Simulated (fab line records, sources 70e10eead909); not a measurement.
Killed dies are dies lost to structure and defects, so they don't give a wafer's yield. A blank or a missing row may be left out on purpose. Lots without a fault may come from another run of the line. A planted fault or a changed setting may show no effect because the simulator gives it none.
Which tool did it? | flow nand_harc | 12 lots, 36 wafers sampled, at 5 steps of a route of 1159

WHAT THE GAUGES READ, wafer by wafer
NHARC_A_BONDPAD_CD_MEAS_09: target cd 500 nm. Usual: cd_nm 500.9 nm, standard deviation 2.9.
lot  | measured     | on        | cd_nm (nm)        | flag
L842 | day 18 03:12 | cd_sem-02 | 494.2 496.8 501.5 |
L844 | day 18 10:26 | cd_sem-02 | 504.2 499.6       |
L855 | day 20 17:10 | cd_sem-01 | 504.1 500.2 503.7 |
L856 | day 21 05:04 | cd_sem-01 | 498.0 500.9 497.9 |
L857 | day 22 00:31 | cd_sem-01 | 503.7 502.5 498.6 |
L862 | day 22 14:57 | cd_sem-03 | 497.3 499.7 503.7 |
L859 | day 22 15:10 | cd_sem-03 | 500.9 497.3 494.3 |
L860 | day 22 23:25 | cd_sem-03 | 498.4 503.4 500.6 |
L861 | day 23 05:44 | cd_sem-02 | 502.4 496.7 498.3 |
L865 | day 23 14:53 | cd_sem-03 | 502.6 500.0 499.6 |
L863 | day 23 23:52 | cd_sem-03 | 502.4 506.0 502.3 |
L864 | day 24 06:16 | cd_sem-02 | 499.6 500.5 502.7 |

NHARC_A_BONDPAD_OVL_MEAS_35. Usual: overlay_x_nm 0 nm, standard deviation 4.6; overlay_y_nm 0 nm, standard deviation 5.4.
lot  | measured     | on         | overlay_x_nm (nm) | overlay_y_nm (nm) | flag
L842 | day 18 03:17 | overlay-01 | 0 0 0             | 7 8 7             |
L844 | day 18 10:31 | overlay-01 | 4 3               | -1 -1             |
L855 | day 20 17:15 | overlay-02 | 1 1 1             | 4 4 4             |
L856 | day 21 05:09 | overlay-01 | -8 -8 -8          | -6 -6 -5          |
L857 | day 22 00:37 | overlay-02 | 1 1 1             | -11 -11 -11       |
L862 | day 22 15:02 | overlay-02 | 0 1 1             | -9 -9 -8          |
L859 | day 22 15:16 | overlay-01 | 2 2 3             | 4 5 5             |
L860 | day 22 23:30 | overlay-01 | -5 -6 -5          | 0 -1 1            |
L861 | day 23 05:50 | overlay-01 | -1 -2 -1          | -5 -5 -5          |
L865 | day 23 14:58 | overlay-02 | 2 3 3             | 1 1 1             |
L863 | day 23 23:57 | overlay-01 | -4 -3 -3          | -2 -2 -2          |
L864 | day 24 06:22 | overlay-01 | 6 6 7             | -4 -4 -4          |

NHARC_END_SORT_01. Usual: defect_limited_yield 95.3 %, standard deviation 1.6; killed_at_array 27, standard deviation 11; killed_at_other 0.7, standard deviation 1.1; killed_at_periphery 3.6, standard deviation 2.4; killed_dies 32, standard deviation 11; killed_open 3.3, standard deviation 1.8; killed_short 2.1, standard deviation 1.5; sort_bin_2_pct 1.4 %, standard deviation 0.64; sort_bin_3_pct 0.29 %, standard deviation 0.22; sort_bin_4_pct 3.0 %, standard deviation 1.1; sort_n_pass 645, standard deviation 11; sort_rim_yield_pct 95 %, standard deviation 3.5; sort_yield_pct 95.3 %, standard deviation 1.6.
lot  | measured     | on        | defect_limited_yield (%) | killed_at_array | killed_at_other | killed_at_periphery | killed_dies | killed_open | killed_short | sort_bin_2_pct (%) | sort_bin_3_pct (%) | sort_bin_4_pct (%) | sort_n_pass | sort_rim_yield_pct (%) | sort_yield_pct (%) | flag
L844 | day 20 04:05 | prober-02 | 0 95.7 94.7              | 665 20 24       | 0 2 2           | 12 7 10             | 677 29 36   | 3 2 4       | 3 0 1        | 95.3 1.8 1.9       | 0.44 0 0           | 4.3 2.5 3.4        | 0 648 641   | 0 99 95                | 0 95.7 94.7        | OFF

WHICH TOOL RAN EACH LOT (tool, then ch and the chambers of the sampled wafers, then the start)
lot  | NHARC_A_M0_PVD_21            | NHARC_THIN_TSV_DEP_43
L842 | pvd_sputter-03, day 17 19:32 | pecvd-02 ch 0,1,2, day 18 23:01
L844 | pvd_sputter-03, day 18 02:56 | pecvd-02 ch 0,2, day 19 02:46
L855 | pvd_sputter-01, day 20 09:47 | pecvd-01 ch 0,2, day 21 09:27
L856 | pvd_sputter-02, day 20 21:25 | pecvd-04 ch 0,1,2, day 21 21:29
L857 | pvd_sputter-01, day 21 17:04 | pecvd-04 ch 1,2, day 22 15:20
L862 | pvd_sputter-03, day 22 06:43 | pecvd-04 ch 0,1,2, day 23 08:22
L859 | pvd_sputter-02, day 22 07:35 | pecvd-04 ch 1,2, day 23 07:09
L860 | pvd_sputter-02, day 22 14:54 | pecvd-02 ch 0,1,2, day 23 16:36
L861 | pvd_sputter-01, day 22 22:27 | pecvd-01 ch 1,2, day 23 20:18
L865 | pvd_sputter-03, day 23 07:30 | pecvd-02 ch 1,2, day 24 06:14
L863 | pvd_sputter-02, day 23 16:20 | pecvd-02 ch 0,2, day 24 14:33
L864 | pvd_sputter-01, day 23 22:59 | pecvd-01 ch 0,1,2, day 24 20:44
- NHARC_A_M0_PVD_21: deposits Cu, target thk 30 nm, time 20.49 s.
- NHARC_THIN_TSV_DEP_43: deposits SiO2, target thk 1328.5 nm.

WHAT THE TOOLS THEMSELVES READ (means of the sampled wafers that have a number; where no wafer has one, the mark that the record gives instead)
NHARC_A_M0_PVD_21. Usual: throttle_valve_pct 30.1 %, standard deviation 0.7.
lot  | tool           | throttle_valve_pct (%) | flag
L842 | pvd_sputter-03 | 30.3                   |
L844 | pvd_sputter-03 | 30.4                   |
L855 | pvd_sputter-01 | 30.2                   |
L856 | pvd_sputter-02 | 29.3                   |
L857 | pvd_sputter-01 | 30.1                   |
L862 | pvd_sputter-03 | 29.2                   |
L859 | pvd_sputter-02 | 29.9                   |
L860 | pvd_sputter-02 | 30.2                   |
L861 | pvd_sputter-01 | 29.8                   |
L865 | pvd_sputter-03 | 29.7                   |
L863 | pvd_sputter-02 | 29.5                   |
L864 | pvd_sputter-01 | 30.0                   |

NHARC_THIN_TSV_DEP_43. Usual: throttle_valve_pct 16.1 %, standard deviation 0.4.
lot  | tool     | throttle_valve_pct (%) | flag
L842 | pecvd-02 | 16.2                   |
L844 | pecvd-02 | 16.5                   |
L855 | pecvd-01 | 16.3                   |
L856 | pecvd-04 | 15.6                   |
L857 | pecvd-04 | 15.7                   |
L862 | pecvd-04 | 15.8                   |
L859 | pecvd-04 | 15.8                   |
L860 | pecvd-02 | 16.0                   |
L861 | pecvd-01 | 16.8                   |
L865 | pecvd-02 | 15.8                   |
L863 | pecvd-02 | 16.0                   |
L864 | pecvd-01 | 16.7                   |

THE ANSWER, worked out from the rows above alone
Rule: a lot is off if the mean of its wafers that have a number lies more than 3 standard deviations from the usual mean. A lot without any number at a reading at which 4 lots or more have one is off too. The other lots that the step has rows for count as sound. The gauges are gone through in route order, then the tools' own readings, and for those a lot's mean is taken as printed above. The first step at which some lot is off is used, and at that step the reading that is off furthest; a lot without a number counts as furthest.
Off: L844, at NHARC_END_SORT_01 (sort_bin_2_pct). Neither off nor sound, because the step has no rows for them: L842, L855, L856, L857, L862, L859, L860, L861, L865, L863, L864.
A tool fits if, at a process step before that reading, it ran every lot that is off, and no sound lot after the first of them. The gauges at NHARC_END_SORT_01 are tried like those tools. Can't be told from this: 3 tools fit, pvd_sputter-03 at NHARC_A_M0_PVD_21, pecvd-02 at NHARC_THIN_TSV_DEP_43, prober-02 at NHARC_END_SORT_01.

WHAT THE SIMULATOR HAD PUT IN
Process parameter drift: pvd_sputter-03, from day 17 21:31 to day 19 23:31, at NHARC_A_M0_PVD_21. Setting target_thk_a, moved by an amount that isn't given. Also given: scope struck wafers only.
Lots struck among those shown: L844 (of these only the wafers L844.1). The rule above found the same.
